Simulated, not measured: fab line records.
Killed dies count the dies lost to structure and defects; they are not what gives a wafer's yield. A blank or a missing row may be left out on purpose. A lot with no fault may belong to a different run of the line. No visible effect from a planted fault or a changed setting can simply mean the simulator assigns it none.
Which tool was responsible? / flow n5-finfet / at 1 step of a route of 1938, 24 lots with 72 wafers sampled

== WHAT THE GAUGES READ, wafer by wafer ==
N5_BEOL_M2_CD_MEAS_18: pitch 36 nm, target cd 18 nm. Usual: cd-nm at 18.02 nm, with a standard deviation of 0.29.
lot=L074; measured=day 6 16:04; on=cd-sem-01; cd-nm (nm)=17.72 17.75 17.63; flag=
lot=L075; measured=day 7 02:20; on=cd-sem-02; cd-nm (nm)=18.23 18.36 18.51; flag=
lot=L076; measured=day 7 02:50; on=cd-sem-01; cd-nm (nm)=18.37 18.09 18.02; flag=
lot=L077; measured=day 7 08:20; on=cd-sem-01; cd-nm (nm)=17.86 17.52 17.80; flag=
lot=L078; measured=day 7 08:47; on=cd-sem-02; cd-nm (nm)=18.42 17.70 18.15; flag=
lot=L079; measured=day 7 17:51; on=cd-sem-03; cd-nm (nm)=18.31 17.64 17.80; flag=
lot=L081; measured=day 8 21:09; on=cd-sem-03; cd-nm (nm)=18.23 17.84 18.52; flag=
lot=L080; measured=day 8 21:40; on=cd-sem-02; cd-nm (nm)=17.35 17.56 17.31; flag=
lot=L083; measured=day 8 22:34; on=cd-sem-02; cd-nm (nm)=17.93 18.10 17.98; flag=
lot=L082; measured=day 8 22:45; on=cd-sem-01; cd-nm (nm)=17.92 17.96 18.10; flag=
lot=L084; measured=day 9 04:14; on=cd-sem-02; cd-nm (nm)=17.92 18.01 17.68; flag=
lot=L085; measured=day 9 19:08; on=cd-sem-03; cd-nm (nm)=18.20 17.89 17.96; flag=
lot=L086; measured=day 9 19:53; on=cd-sem-01; cd-nm (nm)=17.65 17.85 18.34; flag=
lot=L087; measured=day 10 04:14; on=cd-sem-02; cd-nm (nm)=18.31 18.78 18.15; flag=
lot=L089; measured=day 10 08:04; on=cd-sem-01; cd-nm (nm)=17.85 18.33 17.47; flag=
lot=L088; measured=day 10 14:33; on=cd-sem-01; cd-nm (nm)=18.21 18.30 17.98; flag=
lot=L090; measured=day 11 02:10; on=cd-sem-02; cd-nm (nm)=17.75 17.99 18.26; flag=
lot=L091; measured=day 11 03:04; on=cd-sem-01; cd-nm (nm)=18.34 17.77 18.35; flag=
lot=L092; measured=day 11 20:02; on=cd-sem-03; cd-nm (nm)=18.31 17.69 17.78; flag=
lot=L093; measured=day 11 21:44; on=cd-sem-03; cd-nm (nm)=18.03 17.90 18.11; flag=
lot=L094; measured=day 12 02:04; on=cd-sem-02; cd-nm (nm)=17.56 17.87 17.88; flag=
lot=L095; measured=day 12 12:29; on=cd-sem-03; cd-nm (nm)=17.99 17.39 18.08; flag=
lot=L096; measured=day 12 20:51; on=cd-sem-01; cd-nm (nm)=17.87 18.10 17.92; flag=
lot=L097; measured=day 13 08:41; on=cd-sem-02; cd-nm (nm)=18.08 18.04 18.62; flag=

== EACH LOT AND THE TOOL THAT RAN IT (in order: tool; ch and the chambers of the sampled wafers; start) ==
Before these readings, the record contains no process step.

== WHAT THE TOOLS THEMSELVES READ (means of the sampled wafers that have a number; where no wafer has one, the mark that the record gives instead) ==
The record holds no such reading with a usual standard deviation.

== THE ANSWER, worked out from the rows above alone ==
Rule: lot off if the mean of its wafers having a number is beyond 3 standard deviations from the usual mean. A lot without any number at a reading at which 4 lots or more have one is off too. Where the step has rows for the other lots, those lots are counted as sound. First the gauges in route order, then the tools' own readings, where a lot's mean is used as printed above. At the first step where some lot is off, the reading lying furthest off is the one used; lots without a number count as furthest.
Across all readings shown, no lot is off: no conclusion can be drawn from this.

== WHAT THE SIMULATOR HAD INSERTED ==
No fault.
